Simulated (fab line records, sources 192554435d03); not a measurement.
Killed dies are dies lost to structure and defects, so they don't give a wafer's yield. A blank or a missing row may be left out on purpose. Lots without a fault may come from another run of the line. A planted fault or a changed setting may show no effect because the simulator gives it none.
fab line records | flow n5_finfet | part 2 of 2: steps 5 to 6 of 6
record lots=23 wafers=69 last_day=17
route steps=1938 shown ZERO_LAYER@19 WELL_APT@43 FIN_SAQP@129
lots that met no fault: from a run of the same line without faults
start_h: hours from the record's first day to the start of the lot's first wafer shown | wait_h: hours since the lot's step before | " the same as in the row above | L1.1+2: a row that stands for several wafers | - no value, or no start given | * or withheld: withheld | < > ~ a bound
route shown NAME@n: a module of which the file shows steps, and the number in the route of the first | usual: mean/standard deviation of fault-free wafers | same: alike in all rows | chamber/n: place in a boat | sites: the reading at each site | _std_site: their standard deviation | _edge_site: outer sites' mean less inner sites' | radius_mm: how far each site lies from the wafer's centre | mask NAME#n: copy n | behind: the tool/chamber that last shaped the wafer | hold: why the lot was held/for how many hours/how that ended | device: the transistor (n, p or np) that didn't switch | end of line: the same wafers' tests at the end of the route | a step without rows: its recipe alone | killed: dies lost to structure and defects at the first sort, not the wafer's yield | map: a wafer's dies, x killed, . not, _ none there
set.NAME: the setting as run; set.NAME@STEP: as run at that earlier step | model.NAME: the simulator's own value behind a step, which no gauge read
steps of the route over a sample of lots; a table a step, a row a wafer
services: from which hour (start_h, from the record's first day; less than 0 if before it) a tool's chamber was out of use, for how many hours, and why
## steps
# step N5_FIN_SAQP_HM_OPEN_33
# recipe chemistry=CH3F/O2 target=SiNx mask_material=SiO2 target_depth_a=494 time_s=70.6 pressure_mtorr=30 source_w=395 bias_w=73 Ar_flow_sccm=150 CH3F_flow_sccm=30 O2_flow_sccm=20 ion_energy_ev=120 ends=cleared
# usual drypump_motor_current_A=5.5/0.41 etch_rf_on_time_s=68.8/1.3 oes_product_au=0.67/0.077 rf_fwd_power_W=390.2/1.4 rf_vpp_V=298/3.4 showerhead_plenum_p_Torr=2.00/0.059 throttle_valve_pct=16.49/0.17
# columns lot.wafer tool chamber start_h wait_h drypump_motor_current_A etch_rf_on_time_s oes_product_au rf_fwd_power_W rf_hours_counter_h rf_vpp_V showerhead_plenum_p_Torr throttle_valve_pct
L074.1 rie_diel-01 2 25.27 0.2 5.6 68.2 0.59 391.2 225 299 1.89 16.26
L074.5 " 2 " " 5.6 69.2 0.60 390.5 - 299 1.89 16.24
L074.6 " 1 " " 6.1 69.5 0.72 389.5 - 296 1.95 16.46
L075.1 rie_diel-01 0 32.05 0.0 5.9 69.6 0.60 389.7 216 297 2.06 16.51
L075.2 " 3 " " 6.2 67.2 0.76 391.3 42 300 2.12 16.57
L075.4 " 2 " " 5.6 69.2 0.59 391.7 228 299 1.89 16.24
L076.4 rie_diel-04 0 39.89 0.1 5.5 71.5 0.57 393.5 240 299 2.06 16.80
L076.5 " 3 " " 5.4 69.8 0.76 390.1 - 295 2.04 16.31
L076.6 " 2 " " 5.6 71.7 0.61 390.9 - 297 2.05 16.84
L077.1 rie_diel-02 1 43.84 0.3 5.3 69.4 0.59 389.3 227 300 1.97 16.49
L077.2 " 3 " " 4.9 70.2 0.68 390.3 110 302 2.02 16.29
L077.6 " 3 " " 4.9 69.8 0.67 389.4 - 302 2.02 16.28
L078.1 rie_diel-02 2 50.02 0.0 5.0 68.5 0.65 393.1 131 293 1.93 16.61
L078.4 " 0 " " 5.6 69.4 0.68 388.5 129 294 2.01 16.55
L078.6 " 2 " " 5.0 70.1 0.65 391.3 - 292 1.93 16.63
L079.4 rie_diel-02 0 56.77 0.0 5.6 69.7 0.67 389.9 132 294 2.01 16.57
L079.5 " 1 " " 5.4 70.3 0.59 388.5 - 301 1.97 16.49
L079.6 " 0 " " 5.6 70.4 0.67 389.9 - 295 2.01 16.56
L080.1 rie_diel-01 0 62.13 0.1 5.9 67.0 0.60 389.1 225 297 2.06 16.55
L080.3 " 3 " " 6.2 67.2 0.75 389.2 51 300 2.12 16.58
L080.4 " 1 " " 6.0 69.2 0.70 391.1 73 294 1.94 16.48
L081.2 rie_diel-02 0 69.19 0.0 5.6 68.5 0.67 389.4 137 293 2.01 16.59
L081.4 " 1 " " 5.4 69.9 0.58 390.4 232 300 1.97 16.49
L081.6 " 1 " " 5.4 70.3 0.59 390.4 - 300 1.97 16.50
L082.2 rie_diel-01 2 73.36 0.1 5.6 68.5 0.57 392.0 243 299 1.88 16.26
L082.3 " 0 " " 5.9 69.3 0.59 389.7 229 299 2.06 16.54
L082.6 " 2 " " 5.6 70.2 0.58 391.5 - 300 1.88 16.29
L083.1 rie_diel-02 1 80.13 0.4 5.4 68.2 0.57 389.4 236 301 1.97 16.50
L083.2 " 0 " " 5.6 66.5 0.67 392.0 141 295 2.01 16.58
L083.6 " 0 " " 5.6 68.2 0.66 392.5 - 293 2.01 16.58
L084.1 rie_diel-04 2 85.50 0.0 5.6 69.9 0.59 389.0 240 295 2.05 16.84
L084.2 " 3 " " 5.4 66.4 0.74 390.4 52 295 2.04 16.35
L084.4 " 3 " " 5.4 68.6 0.73 390.1 - 295 2.04 16.34
L085.1 rie_diel-01 3 93.62 0.0 6.2 66.9 0.74 390.4 63 300 2.11 16.60
L085.2 " 2 " " 5.5 66.5 0.57 389.3 249 298 1.88 16.29
L085.4 " 1 " " 6.1 67.9 0.69 393.7 82 295 1.94 16.50
L086.1 rie_diel-04 0 98.04 0.1 5.5 64.8 0.84 391.8 4 303 2.05 16.35
L086.3 " 1 " " 4.7 68.5 0.60 392.4 205 298 1.98 16.55
L086.4 " 2 " " 5.6 68.5 0.59 389.2 245 296 2.04 16.87
L087.3 rie_diel-02 3 105.94 0.3 4.9 69.0 0.65 388.4 133 301 2.01 16.33
L087.5 " 0 " " 5.6 69.9 0.66 389.3 - 295 2.00 16.61
L087.6 " 1 " " 5.3 71.1 0.57 392.6 - 301 1.97 16.53
L089.1 rie_diel-04 0 116.52 0.1 5.5 68.1 0.82 392.0 11 303 2.05 16.36
L089.4 " 3 " " 5.4 69.4 0.72 390.3 - 294 2.03 16.37
L089.6 " 0 " " 5.5 68.7 0.81 393.6 - 303 2.05 16.37
L090.1 rie_diel-01 1 122.18 0.2 6.0 66.8 0.68 390.1 93 296 1.94 16.54
L090.2 " 3 " " 6.2 65.4 0.73 389.5 74 301 2.11 16.63
L090.5 " 0 " " 5.9 68.6 0.58 388.7 - 299 2.05 16.58
L091.3 rie_diel-04 3 127.44 0.1 5.4 67.8 0.71 387.8 69 294 2.03 16.40
L091.4 " 0 " " 5.5 67.4 0.81 393.1 - 303 2.05 16.38
L091.6 " 3 " " 5.4 69.3 0.71 388.3 - 294 2.03 16.40
L092.1 rie_diel-02 0 134.19 0.1 5.6 68.0 0.65 392.7 162 293 2.00 16.63
L092.3 " 2 " " 5.0 68.8 0.62 390.7 164 292 1.92 16.69
L092.6 " 3 " " 4.9 69.2 0.64 390.3 - 301 2.01 16.34
L093.1 rie_diel-04 3 140.19 0.0 5.4 67.3 0.71 390.9 74 295 2.03 16.39
L093.4 " 0 " " 5.5 66.8 0.81 389.4 20 302 2.04 16.39
L093.6 " 0 " " 5.5 66.4 0.80 388.8 - 303 2.04 16.39
L094.1 rie_diel-02 2 146.43 0.0 5.0 68.9 0.62 388.9 167 293 1.92 16.68
L094.2 " 3 " " 4.9 69.1 0.64 389.7 149 301 2.01 16.36
L094.3 " 1 " " 5.4 68.9 0.82 389.7 4 302 1.96 16.07
L095.2 rie_diel-04 3 152.77 0.0 5.4 67.3 0.71 388.2 79 294 2.03 16.40
L095.3 " 0 " " 5.5 66.6 0.80 390.7 25 302 2.04 16.40
L095.6 " 3 " " 5.4 69.3 0.70 389.7 - 294 2.03 16.41
L096.1 rie_diel-02 3 157.90 0.0 4.9 68.8 0.64 389.5 153 303 2.00 16.36
L096.3 " 2 " " 5.0 69.5 0.62 389.6 172 295 1.92 16.71
L096.5 " 1 " " 5.4 69.5 0.80 390.4 - 301 1.96 16.07
L097.3 rie_diel-04 2 164.25 0.0 5.7 68.0 0.79 390.6 14 294 2.04 16.45
L097.4 " 0 " " 5.5 67.6 0.78 392.1 30 303 2.04 16.41
L097.6 " 3 " " 5.4 70.2 0.70 392.3 - 294 2.03 16.42
# step N5_FIN_SAQP_ETCH_34
# recipe chemistry=C4F6/O2 target=SiO2 target_depth_a=450 time_s=15 ion_energy_ev=250 pressure_mtorr=30 source_w=345 bias_w=185 Ar_flow_sccm=300 C4F6_flow_sccm=10 O2_flow_sccm=10 ends=cleared
# usual drypump_motor_current_A=5.5/0.41 etch_rf_on_time_s=14.93/0.19 oes_product_au=0.67/0.077 rf_fwd_power_W=336.5/0.99 rf_vpp_V=666/7.4 showerhead_plenum_p_Torr=2.85/0.08 throttle_valve_pct=21.23/0.17
# columns lot.wafer tool chamber start_h wait_h drypump_motor_current_A etch_rf_on_time_s oes_product_au rf_fwd_power_W rf_hours_counter_h rf_vpp_V showerhead_plenum_p_Torr throttle_valve_pct
L074.1 rie_diel-01 2 25.34 0.0 5.6 14.97 0.58 336.4 226 671 2.69 20.86
L074.5 " 2 " " 5.6 14.92 0.58 336.8 - 670 2.69 20.85
L074.6 " 1 " " 6.0 14.97 0.71 336.4 - 659 2.77 21.23
L075.1 rie_diel-01 0 32.12 0.0 5.9 15.09 0.60 336.6 216 668 2.93 21.21
L075.2 " 3 " " 6.2 14.71 0.76 335.8 42 674 3.01 21.36
L075.4 " 2 " " 5.6 14.97 0.59 335.6 228 670 2.69 20.88
L076.4 rie_diel-04 0 39.95 0.0 5.5 15.21 0.58 336.5 240 665 2.92 21.50
L076.5 " 3 " " 5.4 14.70 0.76 336.4 - 659 2.90 21.09
L076.6 " 2 " " 5.7 15.14 0.61 335.3 - 662 2.91 21.51
L077.1 rie_diel-02 1 43.91 0.0 5.3 15.19 0.58 338.3 227 675 2.81 21.15
L077.2 " 3 " " 4.9 14.96 0.67 335.8 110 676 2.87 21.06
L077.6 " 3 " " 4.9 14.88 0.68 338.1 - 677 2.87 21.05
L078.1 rie_diel-02 2 50.09 0.0 5.0 15.11 0.64 335.7 131 657 2.75 21.39
L078.4 " 0 " " 5.6 15.14 0.67 336.8 129 660 2.86 21.33
L078.6 " 2 " " 5.0 15.14 0.64 336.4 - 657 2.75 21.38
L079.4 rie_diel-02 0 56.84 0.0 5.6 15.10 0.68 335.3 132 658 2.86 21.33
L079.5 " 1 " " 5.4 15.17 0.58 337.7 - 672 2.81 21.16
L079.6 " 0 " " 5.6 15.05 0.67 334.5 - 660 2.86 21.35
L080.1 rie_diel-01 0 62.20 0.0 5.9 15.04 0.59 338.0 225 668 2.93 21.23
L080.3 " 3 " " 6.2 14.72 0.75 336.2 51 674 3.00 21.40
L080.4 " 1 " " 6.1 15.00 0.70 335.7 73 659 2.77 21.27
L081.2 rie_diel-02 0 69.25 0.0 5.6 15.04 0.67 336.3 137 657 2.86 21.36
L081.4 " 1 " " 5.4 15.03 0.59 335.4 232 674 2.81 21.17
L081.6 " 1 " " 5.4 15.06 0.59 336.8 - 673 2.81 21.17
L082.2 rie_diel-01 2 73.43 0.0 5.6 14.80 0.58 337.1 243 670 2.69 20.90
L082.3 " 0 " " 5.9 15.12 0.60 338.0 229 667 2.93 21.23
L082.6 " 2 " " 5.6 14.80 0.58 337.1 - 669 2.69 20.89
L083.1 rie_diel-02 1 80.20 0.0 5.4 15.03 0.58 337.7 236 673 2.80 21.17
L083.2 " 0 " " 5.6 14.97 0.67 336.4 141 659 2.86 21.34
L083.6 " 0 " " 5.6 14.95 0.67 335.1 - 659 2.86 21.35
L084.1 rie_diel-04 2 85.60 0.1 5.6 15.21 0.60 337.3 240 660 2.90 21.54
L084.2 " 3 " " 5.4 14.67 0.74 336.1 52 659 2.89 21.13
L084.4 " 3 " " 5.4 14.63 0.73 337.4 - 659 2.89 21.13
L085.1 rie_diel-01 3 93.69 0.0 6.2 14.71 0.73 336.6 63 673 3.00 21.40
L085.2 " 2 " " 5.6 14.92 0.57 337.5 249 670 2.68 20.90
L085.4 " 1 " " 6.1 14.86 0.69 335.2 82 660 2.76 21.28
L086.1 rie_diel-04 0 98.11 0.0 5.5 14.60 0.85 336.8 4 678 2.92 21.17
L086.3 " 1 " " 4.8 15.07 0.61 336.5 205 666 2.82 21.26
L086.4 " 2 " " 5.7 15.07 0.60 336.5 245 662 2.90 21.57
L087.3 rie_diel-02 3 106.01 0.0 4.9 14.85 0.65 337.2 133 676 2.86 21.08
L087.5 " 0 " " 5.6 15.07 0.66 333.8 - 659 2.85 21.36
L087.6 " 1 " " 5.4 15.14 0.58 335.8 - 673 2.80 21.17
L089.1 rie_diel-04 0 116.59 0.0 5.5 14.53 0.82 335.8 11 677 2.91 21.19
L089.4 " 3 " " 5.4 14.65 0.73 335.0 - 660 2.89 21.16
L089.6 " 0 " " 5.5 14.57 0.83 335.1 - 678 2.91 21.20
L090.1 rie_diel-01 1 122.25 0.0 6.1 14.78 0.69 337.4 93 660 2.76 21.30
L090.2 " 3 " " 6.2 14.65 0.72 335.4 74 674 2.99 21.42
L090.5 " 0 " " 5.9 15.03 0.59 338.4 - 667 2.92 21.26
L091.3 rie_diel-04 3 127.51 0.0 5.4 14.85 0.71 334.7 69 659 2.88 21.13
L091.4 " 0 " " 5.5 14.57 0.80 335.5 - 678 2.91 21.18
L091.6 " 3 " " 5.4 14.71 0.72 335.8 - 660 2.88 21.16
L092.1 rie_diel-02 0 134.26 0.0 5.6 15.30 0.64 336.6 162 659 2.85 21.38
L092.3 " 2 " " 5.0 14.96 0.62 336.0 164 657 2.74 21.44
L092.6 " 3 " " 5.0 15.10 0.64 335.9 - 676 2.86 21.08
L093.1 rie_diel-04 3 140.26 0.0 5.4 14.83 0.71 336.7 74 659 2.88 21.16
L093.4 " 0 " " 5.5 14.58 0.80 337.7 20 676 2.91 21.19
L093.6 " 0 " " 5.5 14.76 0.79 337.1 - 678 2.91 21.20
L094.1 rie_diel-02 2 146.50 0.0 5.0 14.87 0.62 336.5 167 657 2.73 21.44
L094.2 " 3 " " 4.9 14.98 0.64 336.2 149 675 2.86 21.11
L094.3 " 1 " " 5.3 14.95 0.82 337.3 4 674 2.80 20.84
L095.2 rie_diel-04 3 152.84 0.0 5.4 14.87 0.71 335.3 79 659 2.88 21.15
L095.3 " 0 " " 5.5 14.62 0.79 335.6 25 677 2.91 21.19
L095.6 " 3 " " 5.4 15.03 0.70 334.9 - 657 2.88 21.16
L096.1 rie_diel-02 3 157.97 0.0 4.9 14.98 0.65 336.0 153 674 2.85 21.11
L096.3 " 2 " " 5.0 14.97 0.62 335.7 172 656 2.73 21.42
L096.5 " 1 " " 5.4 14.86 0.80 336.8 - 673 2.79 20.84
L097.3 rie_diel-04 2 164.32 0.0 5.7 14.79 0.80 337.3 14 660 2.89 21.22
L097.4 " 0 " " 5.5 14.51 0.78 336.6 30 679 2.90 21.22
L097.6 " 3 " " 5.4 14.68 0.71 337.7 - 658 2.88 21.17
## services
# columns tool chamber start_h hours kind
rie_diel-01 1 3.43 7.0 repair
rie_diel-02 0 7.43 6.3 repair
rie_diel-02 1 60.43 7.0 repair
rie_diel-01 1 63.32 3.7 repair
rie_diel-04 0 66.23 - clean
rie_diel-04 0 66.23 - consumable_replace:esc
rie_diel-04 0 66.23 - consumable_replace:focus_ring
rie_diel-04 0 66.23 21.5 scheduled_down
rie_diel-04 0 66.23 21.5 vent_cycle
rie_diel-01 2 95.82 - clean
rie_diel-01 2 95.82 - consumable_replace:focus_ring
rie_diel-01 2 95.82 - consumable_replace:showerhead
rie_diel-01 2 95.82 15.9 scheduled_down
rie_diel-01 2 95.82 15.9 vent_cycle
rie_diel-01 1 105.60 1.4 repair
rie_diel-04 2 110.93 - clean
rie_diel-04 2 110.93 - consumable_replace:focus_ring
rie_diel-04 2 110.93 15.2 scheduled_down
rie_diel-04 2 110.93 15.2 vent_cycle
rie_diel-02 1 119.95 - clean
rie_diel-02 1 119.95 - consumable_replace:focus_ring
rie_diel-02 1 119.95 15.3 scheduled_down
rie_diel-02 1 119.95 15.3 vent_cycle
rie_diel-04 1 120.61 9.8 repair
